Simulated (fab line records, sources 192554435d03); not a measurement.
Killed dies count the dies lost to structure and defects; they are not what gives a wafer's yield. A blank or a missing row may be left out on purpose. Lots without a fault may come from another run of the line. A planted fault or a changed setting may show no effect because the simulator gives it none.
The tool behind it: which one? | flow n5-finfet | 24 lots with 72 wafers sampled at 3 steps, on a route of 1938 steps

WHAT EACH GAUGE READ, for each wafer
N5_BEOL_M0_INSPECT_127: inspects for defects (darkfield). Usual: raw-defect-count reads 71 (standard deviation 27).
lot  | measured     | on                | raw-defect-count | flag
L074 | day 5 22:59  | defect-inspect-02 | 43 30 28         |
L076 | day 6 08:19  | defect-inspect-01 | 43 45 58         |
L075 | day 6 08:33  | defect-inspect-01 | 77 103 61        |
L077 | day 6 18:32  | defect-inspect-02 | 41 76 53         |
L078 | day 7 00:07  | defect-inspect-02 | 60 78 55         |
L079 | day 7 04:39  | defect-inspect-02 | 55 48 61         |
L080 | day 7 12:53  | defect-inspect-01 | 59 49 89         |
L081 | day 7 19:55  | defect-inspect-02 | 145 79 55        |
L082 | day 7 22:18  | defect-inspect-01 | 74 102 95        |
L083 | day 8 08:26  | defect-inspect-01 | 63 34 59         |
L084 | day 8 15:02  | defect-inspect-01 | 65 53 45         |
L085 | day 8 18:43  | defect-inspect-02 | 49 64 44         |
L087 | day 10 03:50 | defect-inspect-01 | 54 127 74        |
L086 | day 10 10:46 | defect-inspect-02 | 62 58 59         |
L089 | day 10 12:44 | defect-inspect-01 | 51 42 46         |
L088 | day 10 16:07 | defect-inspect-02 | 106 80 114       |
L090 | day 10 16:34 | defect-inspect-02 | 79 94 104        |
L093 | day 11 13:10 | defect-inspect-01 | 58 55 87         |
L091 | day 11 17:28 | defect-inspect-02 | 52 81 55         |
L094 | day 11 18:04 | defect-inspect-02 | 78 96 94         |
L095 | day 11 18:31 | defect-inspect-02 | 64 92 128        |
L092 | day 11 19:07 | defect-inspect-02 | 57 47 43         |
L096 | day 11 19:13 | defect-inspect-01 | 64 61 76         |
L097 | day 12 07:34 | defect-inspect-01 | 74 124 104       |

N5_BEOL_M1_OVL_MEAS_29. Usual: V0_OVL typically reads 0.0 nm, with standard deviation 0.64.
lot  | measured     | on         | V0_OVL (nm)    | flag
L074 | day 6 02:14  | overlay-01 | 0.3 -0.1 0.0   |
L076 | day 6 10:41  | overlay-02 | 1.0 1.3 1.0    |
L075 | day 6 11:01  | overlay-01 | -0.2 0.3 -0.8  |
L077 | day 6 20:40  | overlay-01 | 0.3 0.6 -1.2   |
L078 | day 7 01:55  | overlay-02 | -0.1 -0.1 0.2  |
L079 | day 7 09:10  | overlay-02 | -0.2 0.1 0.4   |
L080 | day 7 14:49  | overlay-01 | -1.3 -0.4 -0.5 |
L081 | day 7 23:13  | overlay-02 | 0.4 0.6 1.0    |
L082 | day 8 00:23  | overlay-01 | 0.6 0.0 0.7    |
L083 | day 8 10:04  | overlay-02 | -0.7 -1.0 -1.5 |
L084 | day 8 17:31  | overlay-02 | 0.1 -0.5 -0.1  |
L085 | day 8 22:36  | overlay-01 | 0.6 0.5 -0.1   |
L087 | day 10 05:28 | overlay-01 | 0.5 -0.3 0.1   |
L086 | day 10 13:32 | overlay-02 | -0.8 -1.5 -1.0 |
L089 | day 10 15:13 | overlay-01 | -0.6 -0.6 -0.6 |
L088 | day 10 18:19 | overlay-02 | -0.2 -0.2 -0.6 |
L090 | day 10 18:43 | overlay-02 | 0.3 0.6 0.4    |
L093 | day 11 14:47 | overlay-01 | 0.7 0.5 0.9    |
L091 | day 11 19:35 | overlay-01 | 0.2 0.2 0.4    |
L094 | day 11 20:32 | overlay-01 | -0.3 -0.1 0.8  |
L095 | day 11 20:55 | overlay-01 | 0.6 0.5 0.1    |
L092 | day 11 21:22 | overlay-01 | -0.4 -0.3 1.0  |
L096 | day 11 21:25 | overlay-02 | 0.6 -0.4 -0.3  |
L097 | day 12 09:51 | overlay-02 | -0.6 -0.4 -0.3 |

TOOL THAT RAN EACH LOT (tool first, then ch and the chambers of the sampled wafers, then the start)
lot  | N5_BEOL_M1_ETCH_64
L074 | rie-diel-03 ch 1,3, day 6 01:29
L076 | rie-diel-03 ch 0,1, day 6 09:49
L075 | rie-diel-01 ch 1,2,3, day 6 10:10
L077 | rie-diel-02 ch 0,1, day 6 19:50
L078 | rie-diel-02 ch 0,1, day 7 01:13
L079 | rie-diel-03 ch 0,1,3, day 7 08:26
L080 | rie-diel-02 ch 0,1, day 7 14:06
L081 | rie-diel-03 ch 0,2, day 7 22:31
L082 | rie-diel-03 ch 0,1,3, day 7 23:41
L083 | rie-diel-03 ch 0,1, day 8 09:21
L084 | rie-diel-02 ch 1,2,3, day 8 16:40
L085 | rie-diel-01 ch 0,2, day 8 21:53
L087 | rie-diel-01 ch 0,1,2, day 10 04:45
L086 | rie-diel-01 ch 0,2,3, day 10 12:34
L089 | rie-diel-03 ch 0,1,3, day 10 14:19
L088 | rie-diel-01 ch 0,1,3, day 10 17:23
L090 | rie-diel-03 ch 1,2,3, day 10 17:59
L093 | rie-diel-03 ch 0,1,3, day 11 14:02
L091 | rie-diel-02 ch 0,2, day 11 18:52
L094 | rie-diel-02 ch 0,2, day 11 19:37
L095 | rie-diel-01 ch 0,1,3, day 11 20:06
L092 | rie-diel-01 ch 0,1, day 11 20:19
L096 | rie-diel-02 ch 0,3, day 11 20:40
L097 | rie-diel-02 ch 0,1,2, day 12 09:08
- N5_BEOL_M1_ETCH_64: etches SOC in N2/H2, target depth 75 nm, overetch 15 nm, time 112.5 s.

AS READ BY THE TOOLS THEMSELVES (means over the sampled wafers that have a number; for cases with no such wafer, the mark the record gives instead)
N5_BEOL_M1_ETCH_64. Usual: drypump-motor-current-A 5.9 A, standard deviation 0.52; n2-flow-sccm 200.0 sccm, standard deviation 0.64; oes-product-au 0.64 a.u., standard deviation 0.067; rf-vpp-V 523.9 V, standard deviation 2.4; showerhead-plenum-p-Torr 2.54 Torr, standard deviation 0.083; throttle-valve-pct 17.7 %, standard deviation 0.31.
lot  | tool        | drypump-motor-current-A (A) | n2-flow-sccm (sccm) | oes-product-au (a.u.) | rf-vpp-V (V) | showerhead-plenum-p-Torr (Torr) | throttle-valve-pct (%) | flag
L074 | rie-diel-03 | 6.2                         | 200.1               | 0.65                  | 525.9        | 2.63                            | 18.0                   |
L076 | rie-diel-03 | 5.3                         | 200.9               | 0.62                  | 525.5        | 2.58                            | 17.7                   |
L075 | rie-diel-01 | 5.6                         | 200.6               | 0.66                  | 525.3        | 2.61                            | 17.5                   |
L077 | rie-diel-02 | 5.3                         | 200.3               | 0.63                  | 521.5        | 2.44                            | 17.9                   |
L078 | rie-diel-02 | 5.5                         | 200.0               | 0.69                  | 521.3        | 2.47                            | 17.7                   |
L079 | rie-diel-03 | 5.9                         | 199.5               | 0.65                  | 525.0        | 2.60                            | 17.7                   |
L080 | rie-diel-02 | 5.3                         | 199.9               | 0.62                  | 521.3        | 2.44                            | 17.9                   |
L081 | rie-diel-03 | 5.2                         | 200.3               | 0.62                  | 524.3        | 2.54                            | 17.6                   |
L082 | rie-diel-03 | 5.8                         | 200.4               | 0.64                  | 525.5        | 2.59                            | 17.7                   |
L083 | rie-diel-03 | 5.3                         | 200.0               | 0.61                  | 524.9        | 2.57                            | 17.8                   |
L084 | rie-diel-02 | 5.9                         | 199.9               | 0.62                  | 521.3        | 2.44                            | 18.0                   |
L085 | rie-diel-01 | 6.2                         | 199.4               | 0.65                  | 524.6        | 2.58                            | 17.6                   |
L087 | rie-diel-01 | 5.9                         | 199.8               | 0.66                  | 525.1        | 2.62                            | 17.6                   |
L086 | rie-diel-01 | 5.9                         | 199.4               | 0.68                  | 523.2        | 2.55                            | 17.5                   |
L089 | rie-diel-03 | 5.8                         | 199.7               | 0.62                  | 525.6        | 2.58                            | 17.8                   |
L088 | rie-diel-01 | 5.9                         | 199.6               | 0.69                  | 524.8        | 2.57                            | 17.4                   |
L090 | rie-diel-03 | 6.1                         | 200.1               | 0.62                  | 525.1        | 2.59                            | 17.8                   |
L093 | rie-diel-03 | 5.9                         | 199.9               | 0.62                  | 525.0        | 2.58                            | 17.8                   |
L091 | rie-diel-02 | 6.2                         | 200.7               | 0.71                  | 522.6        | 2.49                            | 17.7                   |
L094 | rie-diel-02 | 6.1                         | 200.1               | 0.71                  | 522.6        | 2.49                            | 17.7                   |
L095 | rie-diel-01 | 5.9                         | 200.3               | 0.67                  | 524.1        | 2.57                            | 17.4                   |
L092 | rie-diel-01 | 6.0                         | 199.7               | 0.66                  | 526.4        | 2.64                            | 17.5                   |
L096 | rie-diel-02 | 6.0                         | 199.5               | 0.59                  | 521.1        | 2.43                            | 17.9                   |
L097 | rie-diel-02 | 5.7                         | 199.7               | 0.65                  | 521.1        | 2.45                            | 17.9                   |

THE ANSWER, worked out from the rows above alone
Rule: a lot is off if the mean of its wafers that have a number lies more than 3 standard deviations from the usual mean. Also off: a lot with no number at a reading for which 4 or more lots have one. Any other lot the step has rows for is counted as sound. First the gauges in route order, then the tools' own readings, where a lot's mean is used as printed above. At the first step where some lot is off, the reading lying furthest off is the one used; lots without a number count as furthest.
Nothing can be told from this: no lot is off at any reading shown.

WHAT WAS PUT IN BY THE SIMULATOR
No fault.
